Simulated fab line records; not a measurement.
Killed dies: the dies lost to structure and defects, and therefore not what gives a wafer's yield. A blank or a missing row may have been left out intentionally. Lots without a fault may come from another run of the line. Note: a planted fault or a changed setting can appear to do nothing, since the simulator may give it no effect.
fab line records	flow n5Finfet
record: lots: 7	wafers: 21
route steps=1938 shown SD_EPI_P@321 SD_ACTIVATION@330 MOL_CONTACT_COAG@523 BEOL_M0_SAQP@635
startH: hours from the record's first day to the start of the lot's first wafer shown	waitH: hours from the lot's prior step to this one	" repeats the value in the row above	L1.1+2: one row covering several wafers at once	- no value present, or no start provided	* or withheld: withheld	< > ~ a bound
route shown NAME@n: a module of which the file shows steps, and the number in the route of the first	usual: average and standard deviation across the fault-free wafers	same: alike in all rows	chamber/n: place in a boat	sites: per-site readings	_std_site: standard deviation across them	_edge_site: mean of outer sites minus mean of inner sites	radiusMm: for every site, how far away it sits from the centre of the wafer	mask NAME#n: copy n	behind: the last tool/chamber to shape the wafer	hold: what put the lot on hold/how long, in hours/how the hold closed	device: the transistor (n, p or np) that didn't switch	end of line: the same wafers' tests at the end of the route	where a step has no rows: the recipe by itself	killed: the dies lost at the first sort to structure and to defects; this is not the yield of the wafer	map: per-die view of a wafer (x killed, . not killed, _ where there is no die)
set.NAME: the setting as run; set.NAME@STEP: as run at that earlier step	model.NAME: the simulator's own value behind a step, which no gauge read
lots with deliberately changed settings; one table per step, one row per wafer
== steps ==
step: N5_SD_EPI_P_EPI_21
recipe: material: SiGe:B	dopant: B	tempC: 550	pressureTorr: 20	ambient: H2	timeS: 355
lot.wafer	tool	chamber	startH	waitH	set.epiGrowthTimeS	model.SiGe-B_of_SD_EPI_P_EPI_21.thkNm
L075.1	epiRpcvd-03	0	64.89	0.2	391	65.6
L075.2	"	0	"	"	391	64.4
L075.3	"	0	"	"	355	60.4
L076.1+4	epiRpcvd-01	0	69.08	0.1	355	61.2
L076.5	"	0	70.52	1.5	355	61.4
L085.1	epiRpcvd-03	0	122.15	0.1	339.3	60
L085.3	"	0	"	"	339.3	59.8
L085.6	"	0	123.95	1.8	339.3	59.6
L087.1	epiRpcvd-04	0	133.74	0.1	380.4	63.2
L087.2	"	0	"	"	355	60.6
L087.3	"	0	"	"	380.4	63
L090.1	epiRpcvd-04	0	149.81	0.1	355	60.6
L090.2	"	0	"	"	373.3	63.4
L090.5	"	0	151.25	1.5	373.3	63.2
L089.4	epiRpcvd-03	0	150.16	1.1	355	60.4
L089.5	"	0	"	"	355	60.2
L089.6	"	0	"	"	381.1	64
L091.3	epiRpcvd-04	0	177.09	1.1	355	61
L091.4	"	0	"	"	355	60
L091.5	"	0	"	"	355	61.4
step: N5_SD_EPI_P_HM_STRIP_48
recipe: chemistry: H3PO4	tempC: 160	material: SiNx	target: SiNx	targetDepthA: 30	overetchFraction: 0.3
lot.wafer	tool	chamber	startH	waitH	set.epiGrowthTimeS@SD_EPI_P_EPI_21	model.SiGe-B_of_SD_EPI_P_EPI_21.thkNm
L075.1	wetBench-01	3	67.84	0.0	391	65.2
L075.2	"	6	"	"	391	64
L075.3	"	1	"	"	355	60
L076.1+5	wetBench-01	2,4	71.31	0.0	355	61
L076.4	"	5	"	"	355	60.8
L085.1	wetBench-06	5	124.38	0.0	339.3	59.8
L085.3+6	"	6,7	"	"	339.3	59.4
L087.1	wetBench-01	3	135.97	0.0	380.4	63
L087.2	"	2	"	"	355	60.4
L087.3	"	5	"	"	380.4	62.8
L089.4	wetBench-01	2	151.32	0.0	355	60.2
L089.5	"	3	"	"	355	59.8
L089.6	"	4	"	"	381.1	63.6
L090.1	wetBench-06	1	152.23	0.0	355	60.4
L090.2	"	6	"	"	373.3	63
L090.5	"	7	"	"	373.3	62.8
L091.3	wetBench-01	5	179.08	0.0	355	60.8
L091.4	"	0	"	"	355	59.6
L091.5	"	6	"	"	355	61.2
step: N5_SD_EPI_P_SRD_49
recipe: dry: ipaMarangoni	timeS: 30	tempC: 23	rinseLiquid: diw
step: N5_SD_EPI_P_PRECLEAN_24
recipe: chemistry: O3/DIW	timeS: 45	tempC: 22	o3Ppm: 10
lot.wafer	tool	chamber	startH	waitH	set.epiGrowthTimeS@SD_EPI_P_EPI_21	model.SiGe-B_of_SD_EPI_P_EPI_21.thkNm
L075.1	wetBench-01	3	67.91	0.0	391	65
L075.2	"	6	"	"	391	64
L075.3	"	1	"	"	355	59.8
L076.1+5	wetBench-01	2,4	71.38	0.0	355	60.8
L076.4	"	5	"	"	355	60.6
L085.1	wetBench-06	5	124.45	0.0	339.3	59.6
L085.3	"	6	"	"	339.3	59.4
L085.6	"	7	"	"	339.3	59.2
L087.1	wetBench-01	3	136.04	0.0	380.4	62.8
L087.2	"	2	"	"	355	60.2
L087.3	"	5	"	"	380.4	62.6
L089.4	wetBench-01	2	151.39	0.0	355	60
L089.5	"	3	"	"	355	59.6
L089.6	"	4	"	"	381.1	63.6
L090.1	wetBench-06	1	152.29	0.0	355	60.2
L090.2+5	"	6,7	"	"	373.3	62.8
L091.3	wetBench-01	5	179.15	0.0	355	60.6
L091.4	"	0	"	"	355	59.4
L091.5	"	6	"	"	355	61
step: N5_SD_EPI_P_PRECLEAN_32
recipe: chemistry: dHF	timeS: 10	dilution: 500:1	tempC: 25
step: N5_SD_EPI_P_PRECLEAN_33
recipe: chemistry: SC2	timeS: 45	tempC: 35	mix: 1:1:50
step: N5_SD_ACTIVATION_RTA_00
recipe: tempC: 975	timeS: 0	ambient: N2	idleTempC: 600	rampUpCPerS: 150	rampDownCPerS: 60	coolToC: 600
step: N5_SD_ACTIVATION_LSA_01
recipe: tempC: 1080	timeS: 0.0008	ambient: N2
step: N5_SD_ACTIVATION_RS_MEAS_03
recipe: thkMeasGauge: four-point-probe
usual: RS_SD_N: 21.87/0.28	RS_SD_P: 55.8/0.71
lot.wafer	tool	chamber	startH	waitH	set.epiGrowthTimeS@SD_EPI_P_EPI_21	RS_SD_N[ohm/sq]	RS_SD_P[ohm/sq]
L075.1	filmMetro-01	-	68.41	0.2	391	22.17	51.2
L075.2	"	-	"	"	391	21.77	52.7
L075.3	"	-	"	"	355	22.53	56.4
L076.1	filmMetro-02	-	71.89	0.2	355	22.20	55.6
L076.4	"	-	"	"	355	21.70	56.1
L076.5	"	-	"	"	355	22.02	55.7
L085.1	filmMetro-01	-	124.98	0.2	339.3	22.04	56.7
L085.3	"	-	"	"	339.3	21.81	57.3
L085.6	"	-	"	"	339.3	21.87	57.5
L087.1	filmMetro-02	-	136.55	0.2	380.4	21.83	53.5
L087.2	"	-	"	"	355	21.79	55.6
L087.3	"	-	"	"	380.4	21.75	53.2
L089.4	filmMetro-02	-	151.95	0.1	355	21.88	56.7
L089.5	"	-	"	"	355	22.40	57.2
L089.6	"	-	"	"	381.1	21.94	53.4
L090.1	filmMetro-02	-	152.91	0.2	355	21.81	55.7
L090.2	"	-	"	"	373.3	21.89	53.3
L090.5	"	-	"	"	373.3	21.90	53.4
L091.3	filmMetro-02	-	179.69	0.2	355	21.81	55.6
L091.4	"	-	"	"	355	21.82	57.0
L091.5	"	-	"	"	355	21.89	55.7
step: N5_MOL_CONTACT_COAG_EXPOSE_05
recipe: maskId: CA	na: 0.33	sourceShape: annular	sigmaInner: 0.4	sigmaOuter: 0.8	polarization: unpolarized	defocusNm: 0	doseMj: 38.25
lot.wafer	tool	chamber	startH	waitH	mask	set.doseMj
L075.1+2	euvScanner-01	0	101.50	-	CA#0	37.18
L075.3	"	0	"	"	CA#0	38.25
L076.1+4+5	euvScanner-01	0	103.76	-	CA#0	38.25
L085.1+3	euvScanner-02	0	170.72	-	CA#0	37.24
L085.6	"	0	"	"	CA#0	38.25
L087.1+2+3	euvScanner-02	0	174.05	-	CA#0	38.25
L089.4+5	euvScanner-02	0	211.30	-	CA#0	38.25
L089.6	"	0	"	"	CA#0	39.73
L090.1+5	euvScanner-02	0	211.32	-	CA#0	35.97
L090.2	"	0	"	"	CA#0	38.25
L091.3+4+5	euvScanner-02	0	217.62	-	CA#0	38.25
step: N5_MOL_CONTACT_COAG_PEB_06
recipe: pebTempC: 100	pebTimeS: 60	resist: CAR-EUV
step: N5_MOL_CONTACT_COAG_DEVELOP_07
recipe: developTimeS: 30	developer: TMAH	resist: CAR-EUV	rinseLiquid: surfactantRinse	dry: airSpin	devTempC: 23
step: N5_MOL_CONTACT_COAG_CD_MEAS_08
recipe: targetCdNm: 28	landingEnergyEv: 500	detector: seInlens	polarity: opening
usual: cdNm: 27.98/0.23
lot.wafer	tool	chamber	startH	waitH	set.doseMj@MOL_CONTACT_COAG_EXPOSE_05	cdNm
L075.1	cdSem-01	0	101.63	-	37.18	27.49
L075.2	"	0	"	"	37.18	27.33
L075.3	"	0	"	"	38.25	28.31
L076.1	cdSem-02	0	103.89	-	38.25	27.86
L076.4	"	0	"	"	38.25	27.76
L076.5	"	0	"	"	38.25	28.01
L085.1	cdSem-02	0	170.85	-	37.24	27.52
L085.3	"	0	"	"	37.24	27.44
L085.6	"	0	"	"	38.25	28.10
L087.1	cdSem-02	0	174.18	-	38.25	27.97
L087.2	"	0	"	"	38.25	27.82
L087.3	"	0	"	"	38.25	28.20
L089.4	cdSem-02	0	211.41	-	38.25	27.70
L089.5	"	0	"	"	38.25	27.78
L089.6	"	0	"	"	39.73	28.98
L090.1	cdSem-03	0	211.45	-	35.97	26.34
L090.2	"	0	"	"	38.25	28.30
L090.5	"	0	"	"	35.97	26.61
L091.3	cdSem-01	0	217.74	-	38.25	28.35
L091.4	"	0	"	"	38.25	28.51
L091.5	"	0	"	"	38.25	28.33
step: N5_MOL_CONTACT_COAG_DESCUM_13
recipe: chemistry: O2	timeS: 7	sourcePowerW: 50	biasPowerW: 20	pressureMtorr: 20	rfFrequencyHz: 2.712e+07	tempC: 40	resist: CAR-EUV	o2FlowSccm: 225
step: N5_MOL_CONTACT_COAG_ETCH_59
recipe: chemistry: N2/H2	target: underlayer	targetDepthA: 130	maskMaterial: CAR-EUV	timeS: 10.4	ionEnergyEv: 200	pressureMtorr: 30	sourceW: 840	biasW: 150	n2FlowSccm: 200	h2FlowSccm: 200	ends: cleared
lot.wafer	tool	chamber	startH	waitH	set.doseMj@MOL_CONTACT_COAG_EXPOSE_05	model.MOL_CONTACT_COAG.cdOffsetNm
L075.1+2	rieDiel-04	2,1	101.80	0.0	37.18	-0.6
L075.3	"	3	"	"	38.25	0.2
L076.1+5	rieDiel-04	0,3	104.05	0.0	38.25	0.2
L076.4	"	1	"	"	38.25	0
L085.1+3	rieDiel-01	1,2	171.01	0.0	37.24	-0.6
L085.6	"	0	"	"	38.25	0
L087.1+3	rieDiel-01	2,3	174.33	0.0	38.25	0.2
L087.2	"	1	"	"	38.25	0
L089.4+5	rieDiel-06	3,2	211.57	0.0	38.25	-0.2
L089.6	"	1	"	"	39.73	0.8
L090.1+5	rieDiel-01	0	211.80	0.0	35.97	-1.4
L090.2	"	2	"	"	38.25	0.2
L091.3+4+5	rieDiel-01	3,2,1	217.90	0.0	38.25	0.2
step: N5_MOL_CONTACT_COAG_ETCH_105
recipe: chemistry: CF4	target: SiARC	targetDepthA: 156	maskMaterial: CAR-EUV	timeS: 26	ionEnergyEv: 80	pressureMtorr: 40	sourceW: 545	biasW: 36	Ar_flow_sccm: 100	cf4FlowSccm: 100	ends: cleared
lot.wafer	tool	chamber	startH	waitH	set.doseMj@MOL_CONTACT_COAG_EXPOSE_05	model.MOL_CONTACT_COAG.cdOffsetNm
L075.1+2	rieDiel-04	2,1	101.82	0.0	37.18	-0.6
L075.3	"	3	"	"	38.25	0.2
L076.1+4	rieDiel-04	0,1	104.07	0.0	38.25	0
L076.5	"	3	"	"	38.25	0.2
L085.1+3	rieDiel-01	1,2	171.03	0.0	37.24	-0.6
L085.6	"	0	"	"	38.25	0
L087.1+2+3	rieDiel-01	2,1,3	174.35	0.0	38.25	0
L089.4+5	rieDiel-06	3,2	211.58	0.0	38.25	-0.2
L089.6	"	1	"	"	39.73	0.6
L090.1+5	rieDiel-01	0	211.82	0.0	35.97	-1.4
L090.2	"	2	"	"	38.25	0.2
L091.3+4+5	rieDiel-01	3,2,1	217.92	0.0	38.25	0.4
step: N5_MOL_CONTACT_COAG_ETCH_106
recipe: chemistry: N2/H2	target: SOC	targetDepthA: 800	overetchA: 160	maskMaterial: SiARC	tempC: 40	timeS: 120	ionEnergyEv: 200	pressureMtorr: 30	sourceW: 840	biasW: 150	n2FlowSccm: 200	h2FlowSccm: 200
step: N5_MOL_CONTACT_COAG_STRIP_107
recipe: chemistry: N2/H2	tempC: 40	n2FlowSccm: 200	h2FlowSccm: 200	rfFrequencyHz: 6e+07
step: N5_MOL_CONTACT_COAG_STRIP_108
recipe: chemistry: N2/H2	tempC: 40	n2FlowSccm: 200	h2FlowSccm: 200	rfFrequencyHz: 6e+07
step: N5_MOL_CONTACT_COAG_CONTACT_ETCH_14
recipe: chemistry: C4F6/O2	target: SiO2	targetDepthA: 275	overetchA: 85	maskMaterial: SOC	pressureMtorr: 30	sourceW: 370	biasW: 185	Ar_flow_sccm: 300	C4F6_flow_sccm: 16	O2_flow_sccm: 10	timeS: 20	ionEnergyEv: 259.6
lot.wafer	tool	chamber	startH	waitH	set.doseMj@MOL_CONTACT_COAG_EXPOSE_05	model.MOL_CONTACT_COAG.cdOffsetNm
L075.1	rieDiel-04	2	101.94	0.0	37.18	-0.4
L075.2	"	1	"	"	37.18	-0.6
L075.3	"	3	"	"	38.25	0.4
L076.1+5	rieDiel-04	0,3	104.20	0.0	38.25	0.2
L076.4	"	1	"	"	38.25	0
L085.1	rieDiel-01	1	171.16	0.0	37.24	-0.6
L085.3	"	2	"	"	37.24	-0.2
L085.6	"	0	"	"	38.25	0
L087.1+2+3	rieDiel-01	2,1,3	174.48	0.0	38.25	0.2
L089.4+5	rieDiel-06	3,2	211.71	0.0	38.25	0
L089.6	"	1	"	"	39.73	0.6
L090.1	rieDiel-01	0	211.94	0.0	35.97	-1.6
L090.2	"	2	"	"	38.25	0.2
L090.5	"	0	"	"	35.97	-1.4
L091.3+5	rieDiel-01	3,1	218.05	0.0	38.25	0.4
L091.4	"	2	"	"	38.25	0.6
step: N5_MOL_CONTACT_COAG_STRIP_109
recipe: chemistry: C4F6/O2	resist: SiARC	rfFrequencyHz: 6e+07
step: N5_MOL_CONTACT_COAG_ETCH_15
recipe: chemistry: CH3F/O2	target: SiNx	targetDepthA: 70	maskMaterial: SOC	stopOn: Si:P	overEtchFrac: 0.75	ionEnergyEv: 120	pressureMtorr: 30	sourceW: 395	biasW: 73	Ar_flow_sccm: 150	CH3F_flow_sccm: 30	O2_flow_sccm: 20
lot.wafer	tool	chamber	startH	waitH	set.doseMj@MOL_CONTACT_COAG_EXPOSE_05	model.MOL_CONTACT_COAG.cdOffsetNm
L075.1	rieDiel-04	2	101.98	0.0	37.18	-0.4
L075.2	"	1	"	"	37.18	-0.6
L075.3	"	3	"	"	38.25	0.2
L076.1+5	rieDiel-04	0,3	104.24	0.0	38.25	0.2
L076.4	"	1	"	"	38.25	0
L085.1	rieDiel-01	1	171.19	0.0	37.24	-0.6
L085.3	"	2	"	"	37.24	-0.4
L085.6	"	0	"	"	38.25	0
L087.1+2+3	rieDiel-01	2,1,3	174.52	0.0	38.25	0.2
L089.4+5	rieDiel-06	3,2	211.75	0.0	38.25	0
L089.6	"	1	"	"	39.73	0.6
L090.1	rieDiel-01	0	211.98	0.0	35.97	-1.6
L090.2	"	2	"	"	38.25	0
L090.5	"	0	"	"	35.97	-1.4
L091.3+4	rieDiel-01	3,2	218.08	0.0	38.25	0.6
L091.5	"	1	"	"	38.25	0.4
step: N5_MOL_CONTACT_COAG_ALD_27
recipe: material: SiOC	targetThkA: 170	tempC: 400	aldPrecursorFamily: carbosiloxane	aldCoReactant: H2-plasma	pulseTimeS: 1.5	timeS: 2720	purgeTimeS: 2	coReactantPurgeTimeS: 2	aldCycles: 340	pressureTorr: 2
lot.wafer	tool	chamber	startH	waitH	set.aldCycles	model.SiOC_of_MOL_CONTACT_COAG_ALD_27.thkNm
L075.1+2+3	aldSin-01	2,1,0	109.83	0.0	340	17
L076.1+4+5	aldSin-03	0,0,1	111.41	0.0	340	17
L085.1+6	aldSin-01	0,2	180.41	0.1	366	18.2
L085.3	"	3	"	"	340	17
L087.1+2	aldSin-01	0,3	187.65	3.8	340	17
L087.3	"	1	"	"	317	15.8
L089.4+5+6	aldSin-01	3,3,2	216.42	0.5	340	17
L090.1+2	aldSin-03	1,2	217.10	0.8	340	17
L090.5	"	3	"	"	292	14.6
L091.3+5	aldSin-04	2,1	226.08	0.0	390	19.6
L091.4	"	3	"	"	340	17
step: N5_MOL_CONTACT_COAG_COAT_76
recipe: resist: SiARC	tempC: 220	timeS: 60	spinRpm: 1500	resistThkNm: 10
lot.wafer	tool	chamber	startH	waitH	set.spinRpm	model.SiARC_of_MOL_CONTACT_COAG_COAT_76.thkNm
L075.1	lithoTrack-05	0	-	-	1500	10
L075.2+3	"	0	"	"	1616	9.6
L076.1+4+5	lithoTrack-02	0	-	-	1500	10
L085.1+3	lithoTrack-03	0	-	-	1500	10
L085.6	"	0	"	"	1594	9.8
L087.1+2+3	lithoTrack-02	0	-	-	1500	10
L089.4	lithoTrack-05	0	-	-	1500	10
L089.5+6	"	0	"	"	1565	9.8
L090.1+2	lithoTrack-05	0	-	-	1500	10
L090.5	"	0	"	"	1579	9.8
L091.3+4	lithoTrack-03	0	-	-	1500	10
L091.5	"	0	"	"	1347	10.6
step: N5_MOL_CONTACT_COAG_COAT_77
recipe: resist: underlayer	tempC: 205	timeS: 60	spinRpm: 1500	resistThkNm: 10
step: N5_MOL_CONTACT_COAG_COAT_78
recipe: resist: CAR-EUV	spinRpm: 1500	resistThkNm: 40
step: N5_MOL_CONTACT_COAG_DESCUM_88
recipe: chemistry: O2	timeS: 7	sourcePowerW: 50	biasPowerW: 20	pressureMtorr: 20	rfFrequencyHz: 2.712e+07	tempC: 40	resist: CAR-EUV	o2FlowSccm: 225
step: N5_MOL_CONTACT_COAG_ETCH_89
recipe: chemistry: N2/H2	target: underlayer	targetDepthA: 130	maskMaterial: CAR-EUV	timeS: 10.4	ionEnergyEv: 200	pressureMtorr: 30	sourceW: 840	biasW: 150	n2FlowSccm: 200	h2FlowSccm: 200	ends: cleared
step: N5_MOL_CONTACT_COAG_ETCH_90
recipe: chemistry: CF4	target: SiARC	targetDepthA: 130	maskMaterial: CAR-EUV	timeS: 21.7	ionEnergyEv: 80	pressureMtorr: 40	sourceW: 545	biasW: 36	Ar_flow_sccm: 100	cf4FlowSccm: 100	ends: cleared
usual: etchRfOnTimeS: 21.54/0.27
lot.wafer	tool	chamber	startH	waitH	set.spinRpm@MOL_CONTACT_COAG_COAT_76	etchRfOnTimeS	model.etch.depthNm
L075.1	rieDiel-06	1	112.77	0.0	1500	21.47	9.992
L075.2	"	2	"	"	1616	20.74	9.663
L075.3	"	3	"	"	1616	20.70	9.631
L076.1	rieDiel-01	3	114.49	0.0	1500	21.14	10.02
L076.4	"	1	"	"	1500	20.96	9.988
L076.5	"	1	"	"	1500	21.04	9.992
L085.1	rieDiel-06	2	212.02	0.0	1500	21.33	9.999
L085.3	"	3	"	"	1500	21.47	9.997
L085.6	"	3	"	"	1594	20.71	9.705
L087.1	rieDiel-04	3	212.93	0.0	1500	21.64	9.968
L087.2	"	2	"	"	1500	21.41	9.957
L087.3	"	0	"	"	1500	21.16	9.94
L089.4	rieDiel-04	2	219.34	0.0	1500	21.41	10.01
L089.5	"	1	"	"	1565	21.16	9.81
L089.6	"	0	"	"	1565	20.90	9.823
L090.1	rieDiel-01	2	220.01	0.0	1500	21.24	10.03
L090.2	"	1	"	"	1500	21.25	9.994
L090.5	"	0	"	"	1579	21.05	9.729
L091.3	rieDiel-01	0	229.13	0.0	1500	22.00	9.994
L091.4	"	1	"	"	1500	21.66	10
L091.5	"	3	"	"	1347	23.18	10.57
step: N5_MOL_CONTACT_COAG_ALD_131
recipe: material: SiO2	targetThkA: 50	tempC: 100	aldPrecursorFamily: BDEAS	aldCoReactant: O2-plasma	pulseTimeS: 1	coReactantPulseTimeS: 1	purgeTimeS: 2	coReactantPurgeTimeS: 2	aldCycles: 35	pressureTorr: 2
step: N5_MOL_CONTACT_COAG_ETCHBACK_132
recipe: chemistry: CHF3	target: SiO2	targetDepthA: 100	timeS: 6.7	ionEnergyEv: 200	pressureMtorr: 30	sourceW: 610	biasW: 170	Ar_flow_sccm: 200	CHF3_flow_sccm: 50
step: N5_MOL_CONTACT_COAG_ETCH_91
recipe: chemistry: N2/H2	target: SOC	targetDepthA: 600	overetchA: 210	maskMaterial: SiARC	tempC: 40	timeS: 101.2	ionEnergyEv: 200	pressureMtorr: 30	sourceW: 840	biasW: 150	n2FlowSccm: 200	h2FlowSccm: 200
lot.wafer	tool	chamber	startH	waitH	set.spinRpm@MOL_CONTACT_COAG_COAT_76	model.SiARC_of_MOL_CONTACT_COAG_COAT_76.thkNm
L075.1	rieDiel-01	1	113.17	0.0	1500	5.8
L075.2+3	"	0,2	"	"	1616	5.4
L076.1+4	rieDiel-04	2,3	115.10	0.0	1500	5.8
L076.5	"	0	"	"	1500	6
L085.1+3	rieDiel-06	3,1	212.50	0.0	1500	5.8
L085.6	"	1	"	"	1594	5.4
L087.1+3	rieDiel-01	3,1	213.27	0.0	1500	5.8
L087.2	"	2	"	"	1500	5.6
L089.4	rieDiel-01	1	219.63	0.0	1500	5.8
L089.5+6	"	3,0	"	"	1565	5.6
L090.1+2	rieDiel-06	3,2	220.31	0.0	1500	5.8
L090.5	"	3	"	"	1579	5.6
L091.3	rieDiel-06	3	229.78	0.0	1500	5.8
L091.4	"	0	"	"	1500	6
L091.5	"	3	"	"	1347	6.4
step: N5_BEOL_M0_SAQP_PECVD_03
recipe: material: SiCN	targetThkA: 120	tempC: withheld	precursor: 3MS/NH3	pressureTorr: 3	rfW: 202	timeS: 21.1
lot.wafer	tool	chamber	startH	waitH	set.timeS	model.SiCN_of_BEOL_M0_SAQP_PECVD_03.thkNm
L075.1	pecvd-03	2	121.58	0.1	21.1	11.6
L075.2	"	1	"	"	23.56	13
L075.3	"	0	"	"	21.1	12
L076.1	pecvd-02	0	123.41	0.1	21.1	11.6
L076.4	"	1	"	"	21.1	11.8
L076.5	"	0	"	"	21.1	12
L085.1+6	pecvd-04	0,2	221.89	0.1	21.1	12
L085.3	"	2	"	"	21.1	12.2
L087.1	pecvd-04	2	222.32	0.1	21.1	12
L087.2	"	0	"	"	21.1	11.8
L087.3	"	0	"	"	21.1	12.2
L089.4	pecvd-03	0	252.63	0.1	21.1	11.8
L089.5	"	2	"	"	21.1	12
L089.6	"	1	"	"	23.34	13.2
L090.1	pecvd-02	0	252.67	0.1	21.1	12
L090.2	"	2	"	"	21.1	11.8
L090.5	"	1	"	"	21.1	12.2
L091.3	pecvd-04	0	252.71	0.1	24.15	13.8
L091.4+5	"	0,1	"	"	24.15	14.2
== key ==
split: step: N5_SD_EPI_P_EPI_21	setting: epiGrowthTimeS	stated: 355	by: wafer
response: step: N5_SD_EPI_P_EPI_21	reading: model.SiGe-B_of_SD_EPI_P_EPI_21.thkNm	change: +0.45	per: 1%	r: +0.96
response: step: N5_SD_EPI_P_HM_STRIP_48	reading: model.SiGe-B_of_SD_EPI_P_EPI_21.thkNm	change: +0.443	per: 1%	r: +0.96
response: step: N5_SD_EPI_P_PRECLEAN_24	reading: model.SiGe-B_of_SD_EPI_P_EPI_21.thkNm	change: +0.456	per: 1%	r: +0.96
response: step: N5_SD_ACTIVATION_RS_MEAS_03	reading: RS_SD_P	change: -0.425	per: 1%	r: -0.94
split: step: N5_MOL_CONTACT_COAG_EXPOSE_05	setting: doseMj	stated: 38.25	by: wafer
response: step: N5_MOL_CONTACT_COAG_CD_MEAS_08	reading: cdNm	change: +0.305	per: 1%	r: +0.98
response: step: N5_MOL_CONTACT_COAG_ETCH_59	reading: model.MOL_CONTACT_COAG.cdOffsetNm	change: +0.264	per: 1%	r: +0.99
response: step: N5_MOL_CONTACT_COAG_ETCH_105	reading: model.MOL_CONTACT_COAG.cdOffsetNm	change: +0.252	per: 1%	r: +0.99
response: step: N5_MOL_CONTACT_COAG_CONTACT_ETCH_14	reading: model.MOL_CONTACT_COAG.cdOffsetNm	change: +0.245	per: 1%	r: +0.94
response: step: N5_MOL_CONTACT_COAG_ETCH_15	reading: model.MOL_CONTACT_COAG.cdOffsetNm	change: +0.223	per: 1%	r: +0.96
split: step: N5_MOL_CONTACT_COAG_ALD_27	setting: aldCycles	stated: 340	by: wafer
response: step: N5_MOL_CONTACT_COAG_ALD_27	reading: model.SiOC_of_MOL_CONTACT_COAG_ALD_27.thkNm	change: +0.172	per: 1%	r: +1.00
split: step: N5_MOL_CONTACT_COAG_COAT_76	setting: spinRpm	stated: 1500	by: wafer
response: step: N5_MOL_CONTACT_COAG_COAT_76	reading: model.SiARC_of_MOL_CONTACT_COAG_COAT_76.thkNm	change: -0.0496	per: 1%	r: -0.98
response: step: N5_MOL_CONTACT_COAG_ETCH_90	reading: etchRfOnTimeS	change: *	per: 1%	r: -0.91
response: step: N5_MOL_CONTACT_COAG_ETCH_90	reading: model.etch.depthNm	change: -0.0507	per: 1%	r: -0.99
response: step: N5_MOL_CONTACT_COAG_ETCH_91	reading: model.SiARC_of_MOL_CONTACT_COAG_COAT_76.thkNm	change: -0.0506	per: 1%	r: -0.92
split: step: N5_BEOL_M0_SAQP_PECVD_03	setting: timeS	stated: 21.1	by: wafer
response: step: N5_BEOL_M0_SAQP_PECVD_03	reading: model.SiCN_of_BEOL_M0_SAQP_PECVD_03.thkNm	change: +0.112	per: 1%	r: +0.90
